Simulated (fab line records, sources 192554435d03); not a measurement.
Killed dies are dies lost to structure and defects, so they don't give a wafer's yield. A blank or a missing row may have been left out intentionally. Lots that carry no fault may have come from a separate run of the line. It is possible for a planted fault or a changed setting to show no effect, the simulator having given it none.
Split-lot study -- flow n5 finfet -- 7 lots, 21 wafers read, on a route of 1938 steps

## ON THE SPLIT
At N5_DUMMY_GATE_HM_DEP_06 (deposits SiNx from DCS/NH3, target thk 80 nm, time 5141 s), the setting time s was moved away from the recipe's 5141 s on 12 of the 21 wafers read, by -9.0% to +13.6%. The other wafers ran this setting at the recipe's value.

The reading comes from the split's own step.

## THE READING
SiNx_of_DUMMY_GATE_HM_DEP_06.thk nm (the simulator's own value, which no gauge read), in nm, at N5_DUMMY_GATE_HM_DEP_06 (deposits SiNx from DCS/NH3, target thk 80 nm, time 5141 s). No usual value for it is given in the file. Across the 9 wafers here that went through the recipe, the average is 79.9 nm and the standard deviation 1 nm.

wafer,"tool, chamber at the split","time s as run, s",against the recipe,"SiNx_of_DUMMY_GATE_HM_DEP_06.thk nm, nm",against lot-mates on the recipe
L077.1,"-, -",5141,recipe,81,-
L077.5,"-, -",5141,recipe,81,-
L077.2,"-, -",5141,recipe,81.4,-
L078.1,"-, -",4677,-9.0%,71.6,no lot-mate on the recipe
L078.4,"-, -",4677,-9.0%,71.6,no lot-mate on the recipe
L078.6,"-, -",4677,-9.0%,72.4,no lot-mate on the recipe
L086.2,"lpcvd-02, 0/20,0/34",5141,recipe,78.8,-
L086.5,"lpcvd-02, 0/20,0/34",5141,recipe,78.8,-
L086.4,"lpcvd-02, 0/29",5141,recipe,78.6,-
L087.2,"-, -",5810,+13.0%,90.8,no lot-mate on the recipe
L087.3,"-, -",5810,+13.0%,90.6,no lot-mate on the recipe
L087.5,"-, -",5810,+13.0%,91,no lot-mate on the recipe
L093.1,"-, -",5842,+13.6%,89.8,no lot-mate on the recipe
L093.2,"-, -",5842,+13.6%,90.6,no lot-mate on the recipe
L093.6,"-, -",5842,+13.6%,90.6,no lot-mate on the recipe
L094.3,"-, -",5141,recipe,80,-
L094.5,"-, -",5141,recipe,80,-
L094.4,"-, -",5141,recipe,79.4,-
L097.3,"-, -",5577,+8.5%,86.4,no lot-mate on the recipe
L097.4,"-, -",5577,+8.5%,86,no lot-mate on the recipe
L097.6,"-, -",5577,+8.5%,86,no lot-mate on the recipe
The file does not say which wafer passed through which chamber wherever a row lists several chambers: such a row stands for several wafers.

FIT RESULTS
A straight line over all 21 wafers: SiNx_of_DUMMY_GATE_HM_DEP_06.thk nm changes by +0.819 nm for each +1% of time s; r = +0.99; the points scatter about the line by 0.83 nm.
Too few moved wafers with a lot-mate on the recipe to fit a line net of each lot's own level.

## FILE'S OWN FIT
SiNx_of_DUMMY_GATE_HM_DEP_06.thk nm changes by +0.819 nm for each +1% of time s, r = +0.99.
